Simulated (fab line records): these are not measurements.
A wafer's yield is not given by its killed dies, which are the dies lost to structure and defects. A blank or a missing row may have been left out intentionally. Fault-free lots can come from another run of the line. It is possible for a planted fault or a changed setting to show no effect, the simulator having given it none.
Chamber matching / flow n5Finfet / N5_BEOL_M7_ALD_77 on aldMetal-02 has 4 sister chambers
The step deposits TaN, target thk 2 nm, pulse time 2 s, purge time 3 s. 18 wafers are shown with their chamber, then 9 later ones without.

WAFERS, EACH WITH ITS CHAMBER
wafer=L075.2; chamber=1; heaterPowerW (W)=360; heaterPowerOuterW (W)=201; chamberPressureTorr (Torr)=3.004
wafer=L075.5; chamber=1; heaterPowerW (W)=364; heaterPowerOuterW (W)=204; chamberPressureTorr (Torr)=3.002
wafer=L075.6; chamber=0; heaterPowerW (W)=373; heaterPowerOuterW (W)=201; chamberPressureTorr (Torr)=2.995
wafer=L078.1; chamber=0; heaterPowerW (W)=389; heaterPowerOuterW (W)=197; chamberPressureTorr (Torr)=2.985
wafer=L078.4; chamber=1; heaterPowerW (W)=354; heaterPowerOuterW (W)=200; chamberPressureTorr (Torr)=3.003
wafer=L078.6; chamber=2; heaterPowerW (W)=425; heaterPowerOuterW (W)=218; chamberPressureTorr (Torr)=3.005
wafer=L082.3; chamber=2; heaterPowerW (W)=430; heaterPowerOuterW (W)=227; chamberPressureTorr (Torr)=2.998
wafer=L082.5; chamber=1; heaterPowerW (W)=364; heaterPowerOuterW (W)=195; chamberPressureTorr (Torr)=3.002
wafer=L082.6; chamber=0; heaterPowerW (W)=388; heaterPowerOuterW (W)=200; chamberPressureTorr (Torr)=3.006
wafer=L085.2; chamber=2; heaterPowerW (W)=425; heaterPowerOuterW (W)=222; chamberPressureTorr (Torr)=3.000
wafer=L085.3; chamber=0; heaterPowerW (W)=373; heaterPowerOuterW (W)=201; chamberPressureTorr (Torr)=2.999
wafer=L085.6; chamber=1; heaterPowerW (W)=359; heaterPowerOuterW (W)=202; chamberPressureTorr (Torr)=2.992
wafer=L086.2; chamber=0; heaterPowerW (W)=376; heaterPowerOuterW (W)=193; chamberPressureTorr (Torr)=2.999
wafer=L086.3; chamber=2; heaterPowerW (W)=432; heaterPowerOuterW (W)=224; chamberPressureTorr (Torr)=2.999
wafer=L086.6; chamber=0; heaterPowerW (W)=381; heaterPowerOuterW (W)=195; chamberPressureTorr (Torr)=3.009
wafer=L087.2; chamber=1; heaterPowerW (W)=348; heaterPowerOuterW (W)=206; chamberPressureTorr (Torr)=3.001
wafer=L087.4; chamber=3; heaterPowerW (W)=389; heaterPowerOuterW (W)=220; chamberPressureTorr (Torr)=3.007
wafer=L087.6; chamber=3; heaterPowerW (W)=392; heaterPowerOuterW (W)=216; chamberPressureTorr (Torr)=2.999

SIGNATURES (means of the wafers above)
reading=heaterPowerW; chamber 0=380.00; chamber 1=358.17; chamber 2=428.00; chamber 3=390.50; scatter within a chamber=5.95
reading=heaterPowerOuterW; chamber 0=197.83; chamber 1=201.33; chamber 2=222.75; chamber 3=218.00; scatter within a chamber=3.57
reading=chamberPressureTorr; chamber 0=2.99883; chamber 1=3.00067; chamber 2=3.00050; chamber 3=3.00300; scatter within a chamber=0.00608
Rule: for a wafer and a chamber, the distance is found by dividing, reading by reading, the gap between the wafer's reading and the chamber's mean by the reading's scatter, squaring, summing and taking the root. The wafer belongs to the nearest chamber; if the next one is less than 2 further off, it can't be placed. The scatter: take each reading less its chamber's mean, square it, sum over the shown wafers, divide by the number of wafers less the number of chambers, and take the root.

WAFERS MISSING THEIR CHAMBER
wafer=L093.4; heaterPowerW (W)=383; heaterPowerOuterW (W)=204; chamberPressureTorr (Torr)=3.017
wafer=L093.5; heaterPowerW (W)=389; heaterPowerOuterW (W)=219; chamberPressureTorr (Torr)=3.003
wafer=L093.6; heaterPowerW (W)=382; heaterPowerOuterW (W)=193; chamberPressureTorr (Torr)=3.008
wafer=L094.1; heaterPowerW (W)=380; heaterPowerOuterW (W)=200; chamberPressureTorr (Torr)=3.001
wafer=L094.4; heaterPowerW (W)=390; heaterPowerOuterW (W)=220; chamberPressureTorr (Torr)=3.000
wafer=L094.6; heaterPowerW (W)=421; heaterPowerOuterW (W)=232; chamberPressureTorr (Torr)=2.995
wafer=L092.1; heaterPowerW (W)=424; heaterPowerOuterW (W)=228; chamberPressureTorr (Torr)=2.994
wafer=L092.3; heaterPowerW (W)=401; heaterPowerOuterW (W)=224; chamberPressureTorr (Torr)=3.009
wafer=L092.4; heaterPowerW (W)=354; heaterPowerOuterW (W)=204; chamberPressureTorr (Torr)=3.005

THE CHAMBER EACH PASSED THROUGH
wafer=L093.4; from the rows above=can't be placed: 0 or 3 or 1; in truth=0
wafer=L093.5; from the rows above=3; in truth=3
wafer=L093.6; from the rows above=0; in truth=0
wafer=L094.1; from the rows above=0; in truth=0
wafer=L094.4; from the rows above=3; in truth=3
wafer=L094.6; from the rows above=2; in truth=2
wafer=L092.1; from the rows above=2; in truth=2
wafer=L092.3; from the rows above=3; in truth=3
wafer=L092.4; from the rows above=1; in truth=1
8 of 9 placed correctly. Unplaceable from these rows: 1, with the true chamber sitting among the candidates in 1. Placed wrongly: 0.
